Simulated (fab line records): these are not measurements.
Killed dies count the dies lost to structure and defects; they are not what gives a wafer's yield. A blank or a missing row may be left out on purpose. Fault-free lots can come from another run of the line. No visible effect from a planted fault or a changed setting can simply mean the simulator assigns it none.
fab line records -- flow n5Finfet
record lots=3, wafers=9, lastDay=17
route steps=1938 shown BEOL_M1@789 BEOL_M4@1111 PASSIVATION@1936
lots that met no fault: from a run of the same line without faults
startH: hours from the record's first day to the start of the lot's first wafer shown -- waitH: time in hours since the lot's previous step -- " the same as in the row above -- L1.1+2: a row that stands for several wafers -- - no value, or no start given -- * or withheld: withheld -- < > ~ a bound
route shown NAME@n: NAME is a module with steps in the file, n the number in the route of the first one -- usual: average and standard deviation across the fault-free wafers -- same: alike in all rows -- chamber/n: place in a boat -- sites: readings site by site -- _std_site: the standard deviation of these -- _edge_site: outer sites' mean less inner sites' -- radiusMm: how far each site lies from the wafer's centre -- mask NAME#n: copy n -- behind: the last tool/chamber to shape the wafer -- hold: what put the lot on hold/how long, in hours/how the hold closed -- device: which transistor (n, p or np) failed to switch -- end of line: at the end of the route, the tests of the same wafers -- for a step that has no rows: nothing shown but its recipe -- killed: at the first sort, the dies lost to defects and structure; wafer yield is something else -- map: a wafer's dies, marking killed ones x, the rest . and places with no die _
set.NAME: setting as actually run; set.NAME@STEP: the setting as run at that earlier step -- model.NAME: the simulator's own value behind a step, which no gauge read
lots at some steps of the route; a table a step, a row a wafer
services: from which hour (startH, from the record's first day; less than 0 if before it) a tool's chamber was out of use, for how many hours, and why
## steps
# step N5_BEOL_M1_DESCUM_33
# recipe chemistry=O2, timeS=7, sourcePowerW=50, biasPowerW=20, pressureMtorr=20, rfFrequencyHz=2.712e+07, tempC=40, resist=CAR-EUV, o2FlowSccm=225
# step N5_BEOL_M1_ETCH_77
# recipe chemistry=N2/H2, target=underlayer, targetDepthA=65, maskMaterial=CAR-EUV, timeS=5.2, ionEnergyEv=200, pressureMtorr=30, sourceW=840, biasW=150, n2FlowSccm=200, h2FlowSccm=200, ends=cleared
# step N5_BEOL_M1_ETCH_69
# recipe chemistry=CF4, target=SiARC, targetDepthA=156, maskMaterial=CAR-EUV, timeS=26, ionEnergyEv=80, pressureMtorr=40, sourceW=545, biasW=36, Ar_flow_sccm=100, cf4FlowSccm=100, ends=cleared
# step N5_BEOL_M1_ALD_98
# recipe material=SiO2, targetThkA=25, tempC=100, aldPrecursorFamily=BDEAS, aldCoReactant=O2-plasma, pulseTimeS=1, coReactantPulseTimeS=1, purgeTimeS=2, coReactantPurgeTimeS=2, aldCycles=17, pressureTorr=2
# step N5_BEOL_M1_ETCHBACK_99
# recipe chemistry=CHF3, target=SiO2, targetDepthA=50, timeS=10.4, sourceW=215, biasW=47, Ar_flow_sccm=200, CHF3_flow_sccm=12, ionEnergyEv=100, pressureMtorr=30
# step N5_BEOL_M1_ETCH_70
# recipe chemistry=N2/H2, target=SOC, targetDepthA=800, overetchA=160, maskMaterial=SiARC, tempC=40, timeS=120, ionEnergyEv=200, pressureMtorr=30, sourceW=840, biasW=150, n2FlowSccm=200, h2FlowSccm=200
# step N5_BEOL_M1_STRIP_71
# recipe chemistry=N2/H2, tempC=40, n2FlowSccm=200, h2FlowSccm=200, rfFrequencyHz=6e+07
# step N5_BEOL_M1_STRIP_78
# recipe chemistry=N2/H2, tempC=40, n2FlowSccm=200, h2FlowSccm=200, rfFrequencyHz=6e+07
# step N5_BEOL_M1_VIA_ETCH_34
# recipe chemistry=C4F6/O2, targetDepthA=678, maskMaterial=SOC, pressureMtorr=15, ionEnergyEv=250, taperDeg=4, timeS=64.4, sourceW=350, biasW=170, Ar_flow_sccm=300, C4F6_flow_sccm=10, O2_flow_sccm=10
# step N5_BEOL_M1_STRIP_83
# recipe chemistry=C4F6/O2, resist=SiARC, rfFrequencyHz=6e+07
# step N5_BEOL_M1_STRIP_36
# recipe chemistry=N2/H2, powerW=450, tempC=40, pressureMtorr=20, rfFrequencyHz=6e+07, overashFraction=0.3, biasPowerW=7, h2Frac=0.5, n2FlowSccm=200, h2FlowSccm=200
# step N5_BEOL_M1_TRENCH_ETCH_37
# recipe chemistry=C4F6/O2, targetDepthA=552.07, target=SiOC, timeS=29, ionEnergyEv=250, pressureMtorr=30, sourceW=355, biasW=185, Ar_flow_sccm=300, C4F6_flow_sccm=10, O2_flow_sccm=10
# usual O2_flow_sccm=9.996/0.029, biasW=185.0/0.6, drypumpMotorCurrentA=5.8/0.53, oesProductAu=0.79/0.072, rfVppV=671/14, showerheadPlenumPTorr=2.84/0.054, throttleValvePct=20.75/0.21
lot.wafer,tool,chamber,startH,waitH,O2_flow_sccm,biasW,drypumpMotorCurrentA,oesProductAu,rfHoursCounterH,rfVppV,showerheadPlenumPTorr,throttleValvePct,model.BEOL_M1.featureDepthNm,model.etch.depthNm,model.TiN_of_BEOL_M1_HM_DEP_02.thkNm
L360.2,rieDiel-02,3,210.44,-,9.964,184.9,5.4,0.75,172,687,2.79,20.85,55.4,55.46,17.4
L360.3,rieDiel-02,1,210.44,-,10.025,183.6,5.7,0.80,101,669,2.76,20.75,55.4,55.43,17.6
L360.6,rieDiel-02,3,210.44,-,9.994,184.8,5.4,0.75,-,687,2.79,20.86,55.8,55.78,18
L362.1,rieDiel-03,0,215.87,-,9.989,185.3,5.3,0.82,89,684,2.77,20.81,55.6,55.63,17.4
L362.3,rieDiel-03,3,215.87,-,9.970,184.0,6.6,0.81,99,657,2.84,20.50,56.2,56.2,17.4
L362.5,rieDiel-03,1,215.87,-,10.040,185.9,4.8,0.90,-,686,2.90,20.64,57,56.98,17.4
L370.3,rieDiel-03,3,265.72,-,9.964,184.9,6.6,0.79,114,658,2.83,20.52,55.6,55.66,17.4
L370.4,rieDiel-03,0,265.72,-,9.960,184.4,5.3,1.03,-,686,2.76,20.88,78.6,78.69,16.4
L370.5,rieDiel-03,1,265.72,-,10.057,184.3,4.8,1.10,-,685,2.89,20.72,80.4,80.38,16.2
# step N5_BEOL_M1_ETCH_41
# recipe chemistry=CH3F/O2, target=SiCN, targetDepthA=319, taperDeg=2, timeS=57.8, ionEnergyEv=120, maskMaterial=TiN, pressureMtorr=30, sourceW=395, biasW=75, Ar_flow_sccm=150, CH3F_flow_sccm=30, O2_flow_sccm=20
# step N5_BEOL_M1_STRIP_97
# recipe chemistry=N2/H2, timeS=10, powerW=450, tempC=40, pressureMtorr=20, rfFrequencyHz=6e+07, biasPowerW=7, n2FlowSccm=200, h2FlowSccm=200
# step N5_BEOL_M1_OCD_MEAS_38
# usual trenchDepthNm=55.5/1
lot.wafer,tool,chamber,startH,waitH,trenchDepthNm
L360.2,ocd-01,-,210.60,-,54.9
L360.3,ocd-01,-,210.60,-,55.0
L360.6,ocd-01,-,210.60,-,55.9
L362.1,ocd-01,-,216.02,-,55.3
L362.3,ocd-01,-,216.02,-,56.1
L362.5,ocd-01,-,216.02,-,56.4
L370.3,ocd-02,-,265.88,-,55.6
L370.4,ocd-02,-,265.88,-,78.7
L370.5,ocd-02,-,265.88,-,80.9
# step N5_BEOL_M1_HM_STRIP_39
# recipe chemistry=peroxideTinStrip, material=TiN, targetDepthA=250, tempC=50, timeS=158
# step N5_BEOL_M1_SRD_40
# recipe timeS=30, tempC=23, rinseLiquid=diw, dry=ipaMarangoni
# step N5_BEOL_M1_PRECLEAN_42
# recipe chemistry=residueRemover, timeS=60, tempC=40
# step N5_BEOL_M1_SRD_43
# recipe timeS=30, tempC=23, rinseLiquid=diw, dry=ipaMarangoni
# step N5_BEOL_M1_DEGAS_44
# recipe ambient=vacuum, tempC=250, timeS=60
# step N5_BEOL_M1_PRE_CLEAN_45
# recipe gas=H2/He, timeS=30, tempC=250
# step N5_BEOL_M1_ALD_84
# recipe material=TaN, targetThkA=*, tempC=275, aldPrecursorFamily=PDMAT, aldCoReactant=NH3, pressureTorr=3, carrierFlowSccm=1500, pulseTimeS=2, purgeTimeS=3, coReactantPurgeTimeS=2, coReactantPulseTimeS=3, aldCycles=30, precursorVesselTempC=75, precursorVesselPressureTorr=26.25, precursorVesselCarrierSccm=1000
# step N5_BEOL_M1_SURFACE_TREAT_85
# recipe gas=Ar, timeS=*, ionEnergyEv=*, ionCurrentMaCm2=0.5, pressureMtorr=*, arFlowSccm=30
# step N5_BEOL_M1_CVD_47
# recipe material=Co, targetThkA=30, tempC=withheld, precursor=CCTBA/H2, pressureTorr=30, timeS=223.8
# step N5_BEOL_M1_SPUTTER_48
# recipe material=Cu, targetThkA=45, tempC=-20, chamberPressurePa=0.07, powerW=withheld, timeS=8.29
# step N5_BEOL_M1_ANNEAL_49
# recipe tempC=400, timeS=240, ambient=vacuum
# step N5_BEOL_M1_SPUTTER_79
# recipe material=Cu, targetThkA=45, tempC=-20, chamberPressurePa=0.07, powerW=withheld, timeS=8.29
# step N5_BEOL_M1_ANNEAL_80
# recipe tempC=400, timeS=240, ambient=vacuum
# step N5_BEOL_M1_SPUTTER_81
# recipe material=Cu, targetThkA=45, tempC=-20, chamberPressurePa=0.07, powerW=withheld, timeS=8.29
# step N5_BEOL_M1_ANNEAL_82
# recipe tempC=400, timeS=240, ambient=vacuum
# step N5_BEOL_M1_SPUTTER_86
# recipe material=Cu, targetThkA=45, tempC=-20, chamberPressurePa=0.07, powerW=withheld, timeS=8.29
# step N5_BEOL_M1_ANNEAL_87
# recipe tempC=400, timeS=240, ambient=vacuum
# step N5_BEOL_M1_SPUTTER_88
# recipe material=Cu, targetThkA=45, tempC=-20, chamberPressurePa=0.07, powerW=withheld, timeS=8.29
# step N5_BEOL_M1_ANNEAL_89
# recipe tempC=400, timeS=240, ambient=vacuum
# step N5_BEOL_M1_SPUTTER_90
# recipe material=Cu, targetThkA=45, tempC=-20, chamberPressurePa=0.07, powerW=withheld, timeS=8.29
# step N5_BEOL_M1_ANNEAL_91
# recipe tempC=400, timeS=240, ambient=vacuum
# step N5_BEOL_M1_SPUTTER_92
# recipe material=Cu, targetThkA=45, tempC=-20, chamberPressurePa=0.07, powerW=withheld, timeS=8.29
# step N5_BEOL_M1_ANNEAL_93
# recipe tempC=400, timeS=240, ambient=vacuum
# step N5_BEOL_M1_SPUTTER_94
# recipe material=Cu, targetThkA=45, tempC=-20, chamberPressurePa=0.07, powerW=withheld, timeS=8.29
# step N5_BEOL_M1_ANNEAL_95
# recipe tempC=400, timeS=240, ambient=vacuum
# step N5_BEOL_M4_RC_MEAS_101
# usual CHAIN_V0=238/12, CHAIN_V0_max_site=247/12, DIBL_N=36.0/2.2, DIBL_P=35.9/2.6, IOFF_N=0.16/0.038, IOFF_P=0.21/0.042, ION_N=675/15, ION_P=463/10, SS_N=71.5/0.62, SS_P=73.2/0.76, VT_N=250/4.1, VT_P=-251/3.6
lot.wafer,tool,chamber,startH,waitH,CHAIN_V0[ohm/link],CHAIN_V0_max_site[ohm/link],DIBL_N[mV/V],DIBL_P[mV/V],IOFF_N[nA/um],IOFF_P[nA/um],ION_N[uA/um],ION_P[uA/um],SS_N[mV/dec],SS_P[mV/dec],VT_N[mV],VT_P[mV]
L360.2,prober-02,0,253.82,0.2,234,240,37.5,36.4,0.17,0.21,690,475,71.8,73.3,250,-251
L360.3,prober-02,0,253.82,0.2,232,250,37.1,36.4,0.16,0.20,676,464,72.0,73.1,251,-249
L360.6,prober-02,0,253.82,0.2,243,250,37.3,36.6,0.17,0.21,687,467,71.5,73.7,249,-247
L362.1,prober-01,0,264.37,0.1,213,219,30.7,29.6,0.08,0.11,656,448,70.8,72.5,261,-261
L362.3,prober-01,0,264.37,0.1,222,234,39.7,39.5,0.23,0.24,674,456,73.9,74.6,245,-251
L362.5,prober-01,0,264.37,0.1,216,227,34.3,33.5,0.12,0.15,661,443,71.7,72.7,254,-259
L370.3,prober-02,0,306.66,0.3,232,239,34.1,34.9,0.15,0.21,684,474,71.1,73.1,247,-249
L370.4,prober-02,0,306.66,0.3,183,192,32.8,30.7,0.12,0.16,666,459,71.3,71.2,251,-253
L370.5,prober-02,0,306.66,0.3,196,205,36.8,37.0,0.20,0.25,690,472,71.9,73.3,244,-245
# sites CHAIN_V0 radiusMm=0,75,75,75,75,140,140,140,140
L360.2 234 233 234 240 234 240 240 230 237
L362.1 219 217 216 219 213 200 211 213 208
L370.3 226 236 229 232 233 239 230 234 232
# step N5_PASSIVATION_PROBE_49
# usual defectLimitedYield=91.4/1.6, killed_at_M0_to_M3=35/10, killed_at_M4_up=12/4.7, killedAtContacts=12/5.8, killedAtFrontEnd=38/12, killedAtOther=4/3.2, killedDies=102/18, killedOnRim=13/4.2, killedOpen=68/14, killedShort=32/8, sort_bin_5_function=5.1/0.96, sort_bin_6_memory=3.2/0.77, sortNPass=1078/20, sortYieldPct=91.3/1.7
# same grossDies=1180, killedAtBackSide=0, sort_bin_4_leakage[%]=0, sort_bin_8_speed[%]=0
lot.wafer,tool,chamber,startH,waitH,defectLimitedYield[%],killed_at_M0_to_M3,killed_at_M4_up,killedAtContacts,killedAtFrontEnd,killedAtOther,killedDies,killedOnRim,killedOpen,killedShort,sort_bin_5_function[%],sort_bin_6_memory[%],sortNPass,sortYieldPct[%]
L360.2,prober-01,-,359.80,0.5,91.0,41,17,6,40,2,106,10,73,33,5.9,2.8,1074,91.0
L360.3,prober-01,-,359.85,0.6,90.9,43,7,9,43,5,107,16,73,34,4.5,4.0,1073,90.9
L360.6,prober-01,-,360.00,0.7,91.4,37,11,10,37,6,101,11,69,32,5.1,3.3,1079,91.4
L362.3,prober-01,-,373.40,0.1,91.2,31,6,11,38,18,104,16,79,25,5.5,3.1,1076,91.2
L370.4,prober-02,-,403.92,0.2,78.1,183,9,11,54,1,258,84,71,37,5.6,3.4,922,78.1
L370.5,prober-02,-,403.97,0.2,54.8,474,12,17,27,3,533,52,59,31,4.9,2.9,647,54.8
# killed by level:class
L360.2 FIN_SAQP:geometricParticle:open=15 BEOL_M0_SAQP:geometricParticle:short=15 BEOL_M4:geometricParticle:open=12 BEOL_M0_SAQP:geometricParticle:open=10 STARTING-WAFER:geometricParticle:open=6 BEOL_M1:geometricParticle:open=6 FIN_SAQP:geometricParticle:short=5 STI_FIN_REVEAL:geometricParticle:open=5
L360.3 BEOL_M0_SAQP:geometricParticle:open=19 BEOL_M0_SAQP:geometricParticle:short=16 FIN_SAQP:geometricParticle:open=9 MOL_CONTACT_COAG:geometricParticle:open=9 STI_FIN_REVEAL:geometricParticle:open=7 DUMMY_GATE:geometricParticle:open=6 GATE_CUT:geometricParticle:short=4 STARTING-WAFER:geometricParticle:short=4
L360.6 STI_FIN_REVEAL:geometricParticle:open=14 BEOL_M0_SAQP:geometricParticle:open=10 MOL_CONTACT_COAG:geometricParticle:open=7 BEOL_M0_SAQP:geometricParticle:short=7 DUMMY_GATE:geometricParticle:open=5 BEOL_M1:geometricParticle:open=5 BEOL_M3:geometricParticle:open=5 BEOL_M5:geometricParticle:open=5
L362.3 FIN_SAQP:geometricParticle:open=13 BEOL_M2:geometricParticle:open=10 STI_FIN_REVEAL:geometricParticle:open=9 MOL_CONTACT_COAG:geometricParticle:open=9 BEOL_M3:geometricParticle:open=9 MIM_BOT:geometricParticle:open=8 STARTING-WAFER:geometricParticle:open=5 MIM_BOT:geometricParticle:short=5
L370.4 BEOL_M1:areaEtch=149 FIN_SAQP:geometricParticle:open=15 BEOL_M0_SAQP:geometricParticle:open=10 FIN_SAQP:geometricParticle:short=8 MOL_CONTACT_COAG:geometricParticle:open=8 BEOL_M0_SAQP:geometricParticle:short=8 STI_FIN_REVEAL:geometricParticle:open=6 BEOL_M3:geometricParticle:open=6
L370.5 BEOL_M1:areaEtch=441 MOL_CONTACT_COAG:geometricParticle:open=14 BEOL_M0_SAQP:geometricParticle:open=13 BEOL_M0_SAQP:geometricParticle:short=9 FIN_SAQP:geometricParticle:open=8 FIN_SAQP:geometricParticle:short=7 DUMMY_GATE:geometricParticle:open=4 BEOL_M3:geometricParticle:open=4
# map L370.5 (x killed, . not)
_________________...x..x.....________________
______________....x...x.xx.xx..._____________
___________xxxx.x...x.x...x..x.....__________
__________......xxxx.x..x.x...xx...._________
________x....x.x...x.x.x..x.........x._______
_______x...x..x.x...x.x..xx..x.........______
______x.xx......xx..x..x...x....xx...x.._____
_____x..xx.xx.x.x..x.x....x...xxx...x....____
____xx..x..xx...xx.x.xxx..xx..xx..x.x.....___
___..xx.xxxxx....xxx....x..x...x...x.x...x.__
___x.x.xx.x..x...xx.x..........x.x.x.x.x...__
__x.x..x...xxxxxx.xx..x.xxx.xxxxx..xx......._
__.xx.xxxxx.xxx.x.xxxxxxx..x....xxx....x.x.._
_xx..xxxxxx.xxx.xx..xxxx.x..x.x...xx..xxxx...
_xxxxxxxx.x...x.x.xx.x....x.x....x.xx........
_.xxxxxx...xxx..x.xxxx.x.x...xxx.xxx.x.......
_...x.xxxx.xx.x.xxxx....xx.xx.x...x....xx....
_x.xx.xx.x..xxxx..x.x.x.xx.xx..xxx..x.xx.....
_xxx.xx.x..x.....xxx...x.xx.xx.x...x.........
_.x.xxx.xxxxxx.x.x.xx..xx..xxx...x..xx....xx.
_..xxx.x.xx..xxx..x.xxx.x.x.....x.....x......
__.x.x...xxx.xx..x.x.x.xxxxx.xx..xxx.xx.xx.._
__.x.x.x.x.xx.xxx.x.x..xx.xxx.xx....x......._
___xx.x.x.xx..x.x..xxx..xxxxxx.x.....xx..xx__
___xxxxxxxx.xxx.x.x...xxxx.x.x...xx.x.x.x..__
____xxx.x..x.x.x..xx....xx.x.x.......xx...___
_____x...xx..xx.x.xxx.xx.x.x.xx.xxx.xx..x____
______...x.x..xxx....x.....x.xxx.x..x..._____
_______xx..xxx.x..xxx..xxx.....x.xx....______
________xxxxxxx.xx..x...xx....x.xxx..x_______
__________xx..x..x.x..x.x.....x.x..._________
___________x.xx.xxxx...x.x.x..x...x__________
______________...xxx.x.....xx.xx_____________
_________________x..xx...x.x.________________
# map L362.1 (x killed, . not)
_________________..x.........________________
______________...x.............._____________
___________x.......................__________
__________...x....................x._________
________x............xx..............._______
_______.......xx.....x..x..............______
______.................................._____
_____......x.......x.....x.x.....x.x.....____
____.x.x..x.xx..x.........xx..............___
___x...x.x.....x...x.................x..x..__
___..x..................................x..__
__............x.....x...x..x............x.x._
__..............x..x...............x..x....x_
_............................x............x..
_..............xx............................
_...................xx....................x..
_........x...............x........x.........x
_x..x..............................x.........
_..............................x.x.........x.
_..............x.........x......x.........x.x
_..........................x......xx.x....x..
__x..........x......x.........x.......x...x._
__.xxx........x...............x........xxx.x_
___.x......xx............x..x..............__
___..x....x.........xx..................x..__
____x....x......x...................x.....___
_____.x.....................x............____
______.................................._____
_______................................______
________.x.....xx........xx..........._______
__________.........x................_________
___________..............x...x.....__________
______________...........x..x..._____________
_________________...x.x...x..________________
## services
tool,chamber,startH,hours,kind
rieDiel-03,2,189.48,14.7,repair
rieDiel-02,-,249.58,2.8,pm
rieDiel-03,2,261.75,-,clean
rieDiel-03,2,261.75,-,consumableReplace:focusRing
rieDiel-03,2,261.75,24.2,scheduledDown
rieDiel-03,2,261.75,24.2,ventCycle
## key
firstSign step=N5_BEOL_M1_TRENCH_ETCH_37, reading=oesProductAu, direction=up, sigmas=3.7, usual=0.79, struck=1.06
effect step=N5_BEOL_M1_OCD_MEAS_38, reading=trenchDepthNm, direction=up, sigmas=23, usual=55.5, struck=79.8
effect step=N5_BEOL_M4_RC_MEAS_101, reading=CHAIN_V0, direction=down, sigmas=4.1, usual=238, struck=190
effect step=N5_BEOL_M4_RC_MEAS_101, reading=CHAIN_V0_max_site, direction=down, sigmas=3.9, usual=247, struck=198
effect step=N5_PASSIVATION_PROBE_49, reading=killed_at_M0_to_M3, direction=up, sigmas=29, usual=35, struck=328
modelEffect step=N5_BEOL_M1_TRENCH_ETCH_37, value=BEOL_M1.featureDepthNm, without=56.2, struck=79.5
moreKillsBornAt N5_BEOL_M1_TRENCH_ETCH_37@rieDiel-03=590
metAt N5_BEOL_M1_TRENCH_ETCH_37
struckWafers L370.4,L370.5
onsetBetween 215.87 265.72
fault kind=processParameterDrift, tool=rieDiel-03, chamber=-, onsetH=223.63, steps=N5_BEOL_M1_TRENCH_ETCH_37, channel=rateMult, offset=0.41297, shape=step, endH=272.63, scope=struckWafersOnly
